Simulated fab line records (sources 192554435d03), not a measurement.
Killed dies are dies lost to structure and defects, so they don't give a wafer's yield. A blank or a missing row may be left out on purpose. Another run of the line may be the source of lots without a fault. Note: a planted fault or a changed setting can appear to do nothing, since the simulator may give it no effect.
What tool caused it? :: flow n5 finfet :: route of 1938 steps, sampled at 1 step: 9 lots, 27 wafers

## WHAT THE GAUGES READ, wafer by wafer
N5_BEOL_M8_OVL_MEAS_12.
lot: L642
measured: day 9 16:54
on: overlay-02
M8_OVL (nm): 0.4 1.1 0.6

lot: L643
measured: day 9 20:57
on: overlay-02
M8_OVL (nm): -0.4 -0.1 -0.3

lot: L647
measured: day 11 01:07
on: overlay-01
M8_OVL (nm): 0.1 0.9 1.6

lot: L648
measured: day 11 06:56
on: overlay-01
M8_OVL (nm): -0.3 0.3 -0.5

lot: L652
measured: day 11 14:17
on: overlay-01
M8_OVL (nm): 1.1 0.8 1.0

lot: L658
measured: day 13 18:08
on: overlay-02
M8_OVL (nm): -1.3 -0.9 -0.1

lot: L655
measured: day 13 19:58
on: overlay-01
M8_OVL (nm): -0.8 -0.1 0.0

lot: L663
measured: day 14 20:53
on: overlay-01
M8_OVL (nm): 0.5 0.4 0.6

lot: L665
measured: day 15 08:28
on: overlay-01
M8_OVL (nm): 0.8 0.4 1.0

## WHICH TOOL RAN EACH LOT (tool, then ch and the chambers of the sampled wafers, then the start)
Record: no process step prior to these readings.

## THE ANSWER, worked out from the rows above alone
Rule: usual is defined by the lots themselves. Put in order of their means at a reading, lots are off if they are a third of the lots or fewer, leave a main group of 4 or more, and stand apart from it by a gap of 3 or more times the standard deviation of the main group's means; of several such gaps the widest counts. Not used: any main group whose means are identical at the precision the tables above print for the reading. Also off: a lot with no number at a reading for which 4 or more lots have one. Any other lot the step has rows for is counted as sound.
None of the lots is off at any reading shown; this tells nothing.

## WHAT WAS PUT IN BY THE SIMULATOR
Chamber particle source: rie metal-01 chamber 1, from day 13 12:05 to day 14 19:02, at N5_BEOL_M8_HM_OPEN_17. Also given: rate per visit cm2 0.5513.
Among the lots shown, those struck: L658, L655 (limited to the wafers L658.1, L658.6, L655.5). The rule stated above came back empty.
